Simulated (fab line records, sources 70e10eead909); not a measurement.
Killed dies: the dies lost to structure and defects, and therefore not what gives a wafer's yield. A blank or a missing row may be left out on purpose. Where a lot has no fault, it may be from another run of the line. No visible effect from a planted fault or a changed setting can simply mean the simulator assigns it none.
fab line records -- flow nand_harc
record lots=14, wafers=42, last_day=33
route steps=1302 shown P_STI@91 P_GATE@155
lots that met no fault: from a run of the same line without faults
start_h: the number of hours between the record's first day and the start of the first shown wafer of the lot -- wait_h: hours from the lot's prior step to this one -- " repeats the value in the row above -- L1.1+2: a row that stands for several wafers -- - no value present, or no start provided -- * or withheld: withheld -- < > ~ a bound
route shown NAME@n: a module of which the file shows steps, and the number in the route of the first -- usual: average and standard deviation across the fault-free wafers -- same: alike in all rows -- chamber/n: place in a boat -- sites: per-site readings -- _std_site: how widely they spread, as a standard deviation -- _edge_site: outer sites' mean less inner sites' -- radius_mm: for every site, how far away it sits from the centre of the wafer -- mask NAME#n: copy n -- behind: the most recent tool/chamber to have shaped the wafer -- hold: reason for holding the lot/hours on hold/outcome of the hold -- device: whichever transistor did not switch (one of n, p or np) -- end of line: the same wafers' tests at the end of the route -- where a step has no rows: the recipe by itself -- killed: not the wafer's yield, but the dies lost to structure and defects at the first sort -- map: the dies of a wafer, with x for killed, . for not killed, _ for no die there
set.NAME: setting as actually run; set.NAME@STEP: the setting as run at that earlier step -- model.NAME: the simulator's own value behind a step, which no gauge read
steps of the route over a sample of lots; a table a step, a row a wafer
services: the hour from which a tool's chamber was out of use, counted from the record's first day as start_h (under 0 if before that day), plus the number of hours and why
## steps
# step NHARC_P_STI_CD_MEAS_16
# usual cd_nm=199.5/1.6
lot.wafer,tool,chamber,start_h,wait_h,cd_nm
L707.1,cd_sem-03,-,63.31,-,198.9
L707.4,cd_sem-03,-,63.31,-,201.0
L707.5,cd_sem-03,-,63.31,-,198.3
L708.2,cd_sem-03,-,73.43,-,198.1
L708.5,cd_sem-03,-,73.43,-,200.4
L708.6,cd_sem-03,-,73.43,-,202.1
L709.1,cd_sem-02,-,83.09,-,200.2
L709.3,cd_sem-02,-,83.09,-,200.2
L709.5,cd_sem-02,-,83.09,-,201.9
L710.2,cd_sem-02,-,94.01,-,201.5
L710.4,cd_sem-02,-,94.01,-,201.6
L710.5,cd_sem-02,-,94.01,-,200.8
L711.2,cd_sem-02,-,104.55,-,202.2
L711.4,cd_sem-02,-,104.55,-,201.5
L711.5,cd_sem-02,-,104.55,-,201.8
L713.2,cd_sem-02,-,128.55,-,199.3
L713.3,cd_sem-02,-,128.55,-,198.3
L713.4,cd_sem-02,-,128.55,-,198.1
L715.3,cd_sem-03,-,143.48,-,199.1
L715.4,cd_sem-03,-,143.48,-,199.4
L715.5,cd_sem-03,-,143.48,-,197.4
L716.1,cd_sem-01,-,153.35,-,195.4
L716.5,cd_sem-01,-,153.35,-,196.8
L716.6,cd_sem-01,-,153.35,-,196.8
L717.1,cd_sem-01,-,162.77,-,199.6
L717.4,cd_sem-01,-,162.77,-,198.0
L717.5,cd_sem-01,-,162.77,-,198.7
L718.1,cd_sem-02,-,173.60,-,198.7
L718.4,cd_sem-02,-,173.60,-,201.2
L718.6,cd_sem-02,-,173.60,-,197.3
L719.1,cd_sem-01,-,186.48,-,201.4
L719.2,cd_sem-01,-,186.48,-,199.4
L719.4,cd_sem-01,-,186.48,-,199.2
L722.1,cd_sem-03,-,213.10,-,198.9
L722.4,cd_sem-03,-,213.10,-,201.2
L722.6,cd_sem-03,-,213.10,-,199.5
L727.2,cd_sem-02,-,263.05,-,204.2
L727.4,cd_sem-02,-,263.05,-,200.7
L727.6,cd_sem-02,-,263.05,-,200.6
L728.2,cd_sem-02,-,274.00,-,196.9
L728.5,cd_sem-02,-,274.00,-,200.1
L728.6,cd_sem-02,-,274.00,-,200.5
# step NHARC_P_STI_OCD_MEAS_17
# usual trench_depth_nm=301/3.8, trench_foot_cd_nm=157.7/1.5
lot.wafer,tool,chamber,start_h,wait_h,trench_depth_nm,trench_foot_cd_nm
L707.1,ocd-01,-,63.40,0.1,306,155.9
L707.4,ocd-01,-,63.40,0.1,307,158.7
L707.5,ocd-01,-,63.40,0.1,305,155.7
L708.2,ocd-01,-,73.52,0.1,302,157.0
L708.5,ocd-01,-,73.52,0.1,301,158.6
L708.6,ocd-01,-,73.52,0.1,308,159.9
L709.1,ocd-02,-,83.17,0.1,299,159.1
L709.3,ocd-02,-,83.17,0.1,303,157.8
L709.5,ocd-02,-,83.17,0.1,298,159.8
L710.2,ocd-01,-,94.10,0.1,307,158.9
L710.4,ocd-01,-,94.10,0.1,306,158.4
L710.5,ocd-01,-,94.10,0.1,305,157.6
L711.2,ocd-02,-,104.63,0.1,301,160.7
L711.4,ocd-02,-,104.63,0.1,300,159.6
L711.5,ocd-02,-,104.63,0.1,305,158.8
L713.2,ocd-02,-,128.63,0.1,302,158.3
L713.3,ocd-02,-,128.63,0.1,298,157.2
L713.4,ocd-02,-,128.63,0.1,307,155.7
L715.3,ocd-02,-,143.56,0.1,304,156.6
L715.4,ocd-02,-,143.56,0.1,301,157.7
L715.5,ocd-02,-,143.56,0.1,300,155.9
L716.1,ocd-01,-,153.43,0.1,301,154.9
L716.5,ocd-01,-,153.43,0.1,300,155.4
L716.6,ocd-01,-,153.43,0.1,301,155.4
L717.1,ocd-01,-,162.86,0.1,299,158.5
L717.4,ocd-01,-,162.86,0.1,301,156.0
L717.5,ocd-01,-,162.86,0.1,299,157.1
L718.1,ocd-02,-,173.69,0.1,302,157.2
L718.4,ocd-02,-,173.69,0.1,299,157.8
L718.6,ocd-02,-,173.69,0.1,301,155.6
L719.1,ocd-02,-,186.57,0.1,294,160.0
L719.2,ocd-02,-,186.57,0.1,296,158.3
L719.4,ocd-02,-,186.57,0.1,294,158.0
L722.1,ocd-02,-,213.19,0.1,309,154.8
L722.4,ocd-02,-,213.19,0.1,305,159.2
L722.6,ocd-02,-,213.19,0.1,304,157.2
L727.2,ocd-01,-,263.13,0.1,306,160.7
L727.4,ocd-01,-,263.13,0.1,298,159.8
L727.6,ocd-01,-,263.13,0.1,304,159.9
L728.2,ocd-01,-,274.08,0.1,298,155.3
L728.5,ocd-01,-,274.08,0.1,295,158.5
L728.6,ocd-01,-,274.08,0.1,296,159.4
# step NHARC_P_GATE_ALD_36
# recipe target_thk_a=200, pulse_time_s=60, ald_cycles=223, temp_c=400, material=SiNx
# usual ald_cycles=223/0, heater_power_outer_w=524/63, heater_power_w=837/75, precursor_pulse_height_rel=1.002/0.019, pulse_time_s=60/0
lot.wafer,tool,chamber,start_h,wait_h,ald_cycles,heater_power_outer_w,heater_power_w,precursor_pulse_height_rel,pulse_time_s
L707.1,ald_sin-01,1,113.11,-,223,548,850,0.996,60
L707.4,ald_sin-01,0,116.26,-,223,558,852,0.985,60
L707.5,ald_sin-01,2,118.36,-,223,532,851,1.025,60
L708.2,ald_sin-03,1,124.72,-,223,575,934,0.984,60
L708.5,ald_sin-03,0,127.88,-,223,459,765,1.004,60
L708.6,ald_sin-03,1,128.93,-,223,593,903,1.030,60
L709.1,ald_sin-02,3,138.85,-,223,458,766,1.004,60
L709.3,ald_sin-02,1,141.00,-,223,631,971,0.998,60
L709.5,ald_sin-02,2,142.07,-,223,556,782,0.991,60
L710.2,ald_sin-01,1,146.10,-,223,532,845,1.033,60
L710.4,ald_sin-01,3,148.20,-,223,420,681,1.005,60
L710.5,ald_sin-01,1,150.29,-,223,553,855,1.043,60
L711.2,ald_sin-03,3,155.82,-,223,429,800,1.015,60
L711.4,ald_sin-03,1,157.92,-,223,572,887,1.011,60
L711.5,ald_sin-03,3,160.01,-,223,419,781,0.992,60
L713.3,ald_sin-01,0,191.49,-,223,574,866,0.997,60
L713.2,ald_sin-01,3,194.31,-,223,408,681,0.964,60
L713.4,ald_sin-01,1,197.13,-,223,553,849,1.040,60
L715.4,ald_sin-02,0,197.04,-,223,536,850,1.009,60
L715.3,ald_sin-02,1,198.09,-,223,632,983,0.959,60
L715.5,ald_sin-02,2,199.14,-,223,540,816,1.029,60
L716.1,ald_sin-01,3,210.35,-,223,417,676,1.006,60
L716.6,ald_sin-01,2,213.53,-,223,543,859,0.984,60
L716.5,ald_sin-01,3,214.59,-,223,425,679,0.976,60
L717.4,ald_sin-03,1,214.54,-,-,-,-,-,-
L717.1,ald_sin-03,3,216.67,-,-,-,-,-,-
L717.5,ald_sin-03,2,219.86,-,-,-,-,-,-
L718.1,ald_sin-02,1,235.25,-,-,-,-,-,-
L718.4,ald_sin-02,2,236.30,-,-,-,-,-,-
L718.6,ald_sin-02,1,239.47,-,-,-,-,-,-
L719.1,ald_sin-03,1,245.66,-,223,546,839,0.994,60
L719.2,ald_sin-03,0,248.51,-,223,479,765,0.951,60
L719.4,ald_sin-03,0,252.78,-,223,470,761,0.998,60
L722.4,ald_sin-01,0,267.66,-,223,589,882,0.997,60
L722.1,ald_sin-01,1,268.72,-,223,592,889,1.005,60
L722.6,ald_sin-01,0,271.92,-,223,600,853,0.996,60
L727.4,ald_sin-01,2,324.92,-,223,526,861,0.982,60
L727.2,ald_sin-01,0,327.03,-,223,586,872,1.004,60
L727.6,ald_sin-01,2,329.13,-,223,529,850,0.979,60
L728.2,ald_sin-02,3,326.44,-,223,446,756,0.993,60
L728.6,ald_sin-02,0,327.51,-,223,529,861,0.986,60
L728.5,ald_sin-02,1,328.57,-,223,615,932,1.032,60
# step NHARC_P_GATE_STRIP_75
# recipe power_w=1500, temp_c=250, chemistry=O2
# usual drypump_motor_current_A=5.9/0.66, heater_power_w=360/59
lot.wafer,tool,chamber,start_h,wait_h,drypump_motor_current_A,heater_power_w,rf_hours_counter_h
L707.1,plasma_asher-02,1,124.43,0.2,4.9,335,32
L707.4,plasma_asher-02,1,124.43,0.2,4.9,335,-
L707.5,plasma_asher-02,0,124.43,0.2,5.9,427,-
L708.2,plasma_asher-01,0,135.12,0.2,6.5,284,31
L708.5,plasma_asher-01,0,135.12,0.2,6.5,284,-
L708.6,plasma_asher-01,1,135.12,0.2,6.5,386,-
L709.1,plasma_asher-02,0,149.23,0.2,5.9,439,2
L709.3,plasma_asher-02,0,149.23,0.2,5.9,437,-
L709.5,plasma_asher-02,1,149.23,0.2,4.9,319,-
L710.2,plasma_asher-01,1,156.25,0.2,6.5,385,37
L710.4,plasma_asher-01,1,156.25,0.2,6.5,373,-
L710.5,plasma_asher-01,1,156.25,0.2,6.5,379,-
L711.2,plasma_asher-02,0,167.16,0.2,5.9,439,7
L711.4,plasma_asher-02,1,167.16,0.2,4.9,322,-
L711.5,plasma_asher-02,0,167.16,0.2,5.9,439,-
L713.2,plasma_asher-01,1,204.99,0.2,6.5,380,4
L713.3,plasma_asher-01,0,204.99,0.2,6.5,286,-
L713.4,plasma_asher-01,1,204.99,0.2,6.6,399,-
L715.3,plasma_asher-02,1,206.28,0.2,4.9,312,-
L715.4,plasma_asher-02,0,206.28,0.2,5.9,442,-
L715.5,plasma_asher-02,0,206.28,0.2,5.9,433,-
L716.1,plasma_asher-02,0,220.55,0.2,5.9,450,19
L716.6,plasma_asher-02,1,220.55,0.2,4.9,317,-
L716.5,plasma_asher-02,0,220.55,0.2,5.9,433,-
L717.1,plasma_asher-02,1,226.03,0.3,4.9,317,20
L717.4,plasma_asher-02,0,226.03,0.3,5.9,444,-
L717.5,plasma_asher-02,0,226.03,0.3,5.9,440,-
L718.1,plasma_asher-01,1,245.62,0.3,6.5,384,13
L718.4,plasma_asher-01,0,245.62,0.3,6.5,276,-
L718.6,plasma_asher-01,1,245.62,0.3,6.5,395,-
L719.1,plasma_asher-01,1,259.25,0.3,6.5,389,16
L719.2,plasma_asher-01,0,259.25,0.3,6.5,281,16
L719.4,plasma_asher-01,0,259.25,0.3,6.5,288,-
L722.1,plasma_asher-02,0,278.95,0.2,5.9,437,30
L722.4,plasma_asher-02,1,278.95,0.2,4.9,320,-
L722.6,plasma_asher-02,1,278.95,0.2,4.9,328,-
L728.2,plasma_asher-01,0,340.54,0.2,6.5,287,33
L728.6,plasma_asher-01,1,340.54,0.2,6.5,382,-
L728.5,plasma_asher-01,0,340.54,0.2,6.5,283,-
L727.2,plasma_asher-01,1,341.25,0.3,6.5,391,34
L727.4,plasma_asher-01,0,341.25,0.3,6.5,286,-
L727.6,plasma_asher-01,0,341.25,0.3,6.5,286,-
## services
tool,chamber,start_h,hours,kind
ald_sin-01,1,100.45,4.0,repair
ald_sin-03,2,120.52,2.9,repair
ald_sin-02,-,122.14,10.0,pm
plasma_asher-02,1,126.22,9.0,vent_cycle
plasma_asher-02,0,135.22,-,clean
plasma_asher-02,1,135.22,-,clean
ald_sin-01,2,154.54,3.4,repair
plasma_asher-01,-,165.34,9.0,pm
plasma_asher-01,0,165.34,9.0,vent_cycle
plasma_asher-01,1,165.34,9.0,vent_cycle
ald_sin-03,-,170.66,10.0,pm
plasma_asher-01,0,174.34,-,clean
plasma_asher-01,1,174.34,-,clean
ald_sin-01,2,184.70,11.7,repair
plasma_asher-02,-,202.11,2.0,repair
ald_sin-03,3,242.39,14.2,repair
ald_sin-01,3,257.00,3.8,repair
ald_sin-03,-,260.12,0.3,repair
ald_sin-01,1,261.63,3.5,repair
plasma_asher-02,-,270.98,4.3,repair
ald_sin-02,-,300.14,10.0,pm
plasma_asher-02,-,303.22,9.0,pm
ald_sin-03,2,337.15,188.0,repair
ald_sin-01,0,338.86,6.1,repair
## key
first_sign step=NHARC_P_GATE_ALD_36, reading=tool_record, direction=missing
effect none on later readings
met_at NHARC_P_GATE_ALD_36
struck_lots L717,L718
later_rows_left_out L717.1,L717.4,L717.5,L718.1,L718.4,L718.6
sort_left_out L717.1,L717.4,L717.5,L718.1,L718.4,L718.6
tester_left_out L717,L718
not_acting_at NHARC_P_STI_CD_MEAS_16,NHARC_P_STI_OCD_MEAS_17,NHARC_P_GATE_STRIP_75
onset_between 197.04 214.54
fault kind=skipped_step_whole, tool=ald_sin-02,ald_sin-03, chamber=-, onset_h=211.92, steps=NHARC_P_GATE_ALD_36, scope=struck_lots_only
# tester_left_out: of these lots the tester's yield and bins aren't shown, on N5 and GAA mostly nor the transistor test; their killed dies are dies lost to structure and defects alone, not to doping, threshold or leakage, so they don't give the yield
# sort_left_out: the simulated sort isn't trusted on such a fault, so these wafers' sort isn't shown, and their yield isn't known
# later_rows_left_out: the simulator's readings of these wafers behind a module that went badly wrong aren't trusted and aren't shown, but for the sort
